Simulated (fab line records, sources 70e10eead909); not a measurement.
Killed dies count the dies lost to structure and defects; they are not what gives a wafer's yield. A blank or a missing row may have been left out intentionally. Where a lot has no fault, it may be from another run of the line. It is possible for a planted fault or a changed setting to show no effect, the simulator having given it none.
Which tool is to blame? ; flow nand harc ; 11 lots, 33 wafers sampled, at 5 steps of a route of 1159

## WHAT THE GAUGES READ, wafer by wafer
NHARC_END_SORT_01.
lot;measured;on;defect limited yield (%);killed at array;killed at other;killed at periphery;killed dies;killed open;killed short;sort_bin_2_pct (%);sort_bin_3_pct (%);sort_bin_4_pct (%);sort n pass;sort rim yield pct (%);sort yield pct (%)
L221;day 19 14:56;prober-02;96.8 96.6 97.5;17 18 16;1 2 0;4 3 1;22 23 17;4 5 2;0 3 0;1.2 1.0 0.9;0.30 0.15 0.15;1.8 2.2 1.5;655 654 660;94.3 97.2 94.3;96.8 96.6 97.5
L227;day 21 05:49;prober-02;91.4 93.2 93.8;47 37 35;1 0 1;10 9 6;58 46 42;11 3 4;5 3 0;3.8 2.1 1.3;0.30 0.30 0;4.4 4.4 4.9;619 631 635;86.8 88.7 91.5;91.4 93.2 93.8
L232;day 22 19:32;prober-01;94.2 92.9 95.9;30 40 28;2 0 0;7 8 0;39 48 28;4 5 4;1 2 0;1.2 2.5 1.5;0.15 0.30 0.30;4.4 4.3 2.4;638 629 649;96.2 92.5 93.4;94.2 92.9 95.9
L238;day 24 07:35;prober-02;96.8 95.4 96.3;19 25 24;0 1 0;3 5 1;22 31 25;4 4 5;1 1 1;0.9 0.9 0.6;0.44 0 0.15;1.9 3.7 3.0;655 646 652;90.6 84.9 90.6;96.8 95.4 96.3

## TOOL THAT RAN EACH LOT (tool first, then ch and the chambers of the sampled wafers, then the start)
lot;NHARC_P_M2_STRIP_18;NHARC_P_M2_ETCH_28;NHARC_P_M2_PRE_CLEAN_30;NHARC_P_BONDPAD_SOFTBAKE_04
L220;rie diel-03 ch 0,1,2, day 6 18:44;rie diel-03 ch 0,3, day 6 22:00 or earlier;pvd sputter-01, day 6 22:00 or earlier;litho track-07 ch 0, day 6 22:00
L221;rie diel-07 ch 1,2, day 6 22:34;rie diel-07 ch 1,2,3, day 7 02:00 or earlier;pvd sputter-01, day 7 02:00 or earlier;litho track-02 ch 0, day 7 02:00
L222;rie diel-11 ch 0,1,3, day 7 04:23;rie diel-11 ch 2,3, day 7 05:01 or earlier;pvd sputter-01, day 7 05:01;litho track-05 ch 0, day 7 07:00
L223;rie diel-11 ch 1,2, day 7 07:30;rie diel-11 ch 1,2,3, day 7 11:00 or earlier;pvd sputter-03, day 7 11:00 or earlier;litho track-02 ch 0, day 7 11:00
L225;rie diel-07 ch 0,1,2, day 7 10:03;rie diel-07 ch 0,2,3, day 7 13:00 or earlier;pvd sputter-01, day 7 13:00 or earlier;litho track-07 ch 0, day 7 13:00
L226;rie diel-11 ch 0,2,3, day 7 22:30;rie diel-11 ch 1,2,3, day 8 02:00 or earlier;pvd sputter-02, day 8 02:00 or earlier;litho track-05 ch 0, day 8 02:00
L227;rie diel-11 ch 2,3, day 8 00:34;rie diel-11 ch 0,1,3, day 8 04:00 or earlier;pvd sputter-01, day 8 04:00 or earlier;litho track-02 ch 0, day 8 04:00
L232;rie diel-11 ch 1,2,3, day 9 13:19;rie diel-11 ch 0,2,3, day 9 16:00 or earlier;pvd sputter-01, day 9 16:00 or earlier;litho track-05 ch 0, day 9 16:00
L231;rie diel-11 ch 1,2,3, day 9 13:45;rie diel-11 ch 0,1,2, day 9 17:00 or earlier;pvd sputter-03, day 9 17:00 or earlier;litho track-05 ch 0, day 9 17:00
L239;rie diel-11 ch 0,1, day 10 23:40;rie diel-11 ch 0,1,2, day 11 03:00 or earlier;pvd sputter-02, day 11 03:00 or earlier;litho track-07 ch 0, day 11 03:00
L238;rie diel-11 ch 0,1,3, day 11 00:31;rie diel-11 ch 0,1,2, day 11 04:00 or earlier;pvd sputter-02, day 11 04:00 or earlier;litho track-07 ch 0, day 11 04:00
- NHARC_P_M2_STRIP_18: strips in N2/H2.
- NHARC_P_M2_ETCH_28: etches the open film in CF4/N2, target depth 30 nm, time 72.99 s.
- NHARC_P_M2_PRE_CLEAN_30: time 30 s.
- NHARC_P_BONDPAD_SOFTBAKE_04: time 70 s.

## AS READ BY THE TOOLS THEMSELVES (means over the sampled wafers that have a number; for cases with no such wafer, the mark the record gives instead)
NHARC_P_M2_STRIP_18.
lot;tool;drypump motor current A (A);oes product au (a.u.);rf vpp V (V);showerhead plenum p Torr (Torr);throttle valve pct (%)
L220;rie diel-03;5.51;1.003;91.3;2.09;14.173
L221;rie diel-07;5.47;0.995;90.8;2.13;14.178
L222;rie diel-11;5.28;1.011;90.8;2.11;14.175
L223;rie diel-11;5.57;1.012;91.7;2.10;14.172
L225;rie diel-07;5.35;0.993;90.1;2.13;14.172
L226;rie diel-11;5.26;1.017;91.3;2.01;14.165
L227;rie diel-11;5.20;1.006;89.5;1.96;14.179
L232;rie diel-11;5.38;0.988;90.9;2.03;14.165
L231;rie diel-11;5.38;0.993;90.7;2.03;14.167
L239;rie diel-11;5.46;0.993;91.4;2.17;14.175
L238;rie diel-11;5.28;0.995;91.8;2.10;14.172

NHARC_P_M2_ETCH_28.
lot;tool;cf4 flow sccm (sccm);drypump motor current A (A);oes product au (a.u.);rf vpp V (V);showerhead plenum p Torr (Torr);throttle valve pct (%)
L220;rie diel-03;49.88;5.52;0.992;313.3;2.56;19.800
L221;rie diel-07;49.94;5.52;0.999;316.9;2.76;19.786
L222;rie diel-11;50.10;5.19;1.001;312.2;2.53;19.796
L223;rie diel-11;50.08;5.38;0.996;313.1;2.61;19.787
L225;rie diel-07;50.06;5.36;1.001;316.0;2.73;19.793
L226;rie diel-11;49.99;5.39;1.006;313.5;2.61;19.791
L227;rie diel-11;50.22;5.28;1.003;316.0;2.70;19.799
L232;rie diel-11;49.96;5.26;1.002;313.3;2.59;19.797
L231;rie diel-11;49.87;5.45;0.997;315.1;2.67;19.789
L239;rie diel-11;49.86;5.46;1.001;315.3;2.67;19.793
L238;rie diel-11;49.91;5.44;0.998;314.6;2.67;19.796

NHARC_P_M2_PRE_CLEAN_30.
lot;tool;heater power w (W)
L220;pvd sputter-01;382
L221;pvd sputter-01;380
L222;pvd sputter-01;388
L223;pvd sputter-03;385
L225;pvd sputter-01;369
L226;pvd sputter-02;424
L227;pvd sputter-01;417
L232;pvd sputter-01;402
L231;pvd sputter-03;387
L239;pvd sputter-02;439
L238;pvd sputter-02;432

NHARC_P_BONDPAD_SOFTBAKE_04.
lot;tool;heater power total W (W);plate temp C (C);resist line temp C (C)
L220;litho track-07;201.3;124.92;22.90
L221;litho track-02;201.3;125.18;23.04
L222;litho track-05;202.0;125.01;22.87
L223;litho track-02;199.4;124.97;22.91
L225;litho track-07;199.2;125.11;23.01
L226;litho track-05;201.6;124.97;23.00
L227;litho track-02;200.8;124.97;22.99
L232;litho track-05;214.5;131.85;23.07
L231;litho track-05;214.9;131.98;22.94
L239;litho track-07;200.8;125.12;22.91
L238;litho track-07;200.8;125.00;22.99

## THE ANSWER, worked out from the rows above alone
Rule: what is usual is taken from the lots themselves. Put in order of their means at a reading, lots are off if they are a third of the lots or fewer, leave a main group of 4 or more, and stand apart from it by a gap of 3 or more times the standard deviation of the main group's means; of several such gaps the widest counts. A main group is skipped when, at the precision printed for the reading in the tables above, its means are all equal. A lot without any number at a reading at which 4 lots or more have one is off too. All remaining lots with rows at the step are treated as sound. The gauges are gone through in route order, then the tools' own readings, and for those a lot's mean is taken as printed above. The first step at which some lot is off is used, and at that step the reading that is off furthest; a lot without a number counts as furthest.
Off, at NHARC_P_BONDPAD_SOFTBAKE_04 on plate temp C: L232, L231. Mean 125.03 C and standard deviation 0.082 in the main group.
A tool fits if, at that step or a process step before it, it ran every lot that is off, and no sound lot after the first of them. NHARC_P_M2_ETCH_28: start missing for some lots; hours and lot order therefore follow NHARC_P_BONDPAD_SOFTBAKE_04. NHARC_P_M2_PRE_CLEAN_30: start missing for some lots; hours and lot order therefore follow NHARC_P_BONDPAD_SOFTBAKE_04. One fits: NHARC_P_BONDPAD_SOFTBAKE_04 on litho track-05. A fault onset in the window from L226 (day 8 02:00, its last sound lot) to L232 (day 9 16:00, its first lot off) fits.
The tool's own readings at NHARC_P_BONDPAD_SOFTBAKE_04 bear it out: on the lots that are off they differ by more than 5 times the standard deviation of the sound lots' means. heater power total W reads 214.7 W there against 200.8 W on the sound lots; plate temp C reads 131.91 C there against 125.03 C on the sound lots.

## WHAT THE SIMULATOR PUT IN
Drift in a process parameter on litho track-05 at NHARC_P_BONDPAD_SOFTBAKE_04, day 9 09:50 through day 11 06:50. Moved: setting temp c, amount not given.
Shown lots that were struck: L232, L231. The rule above reached the same finding.
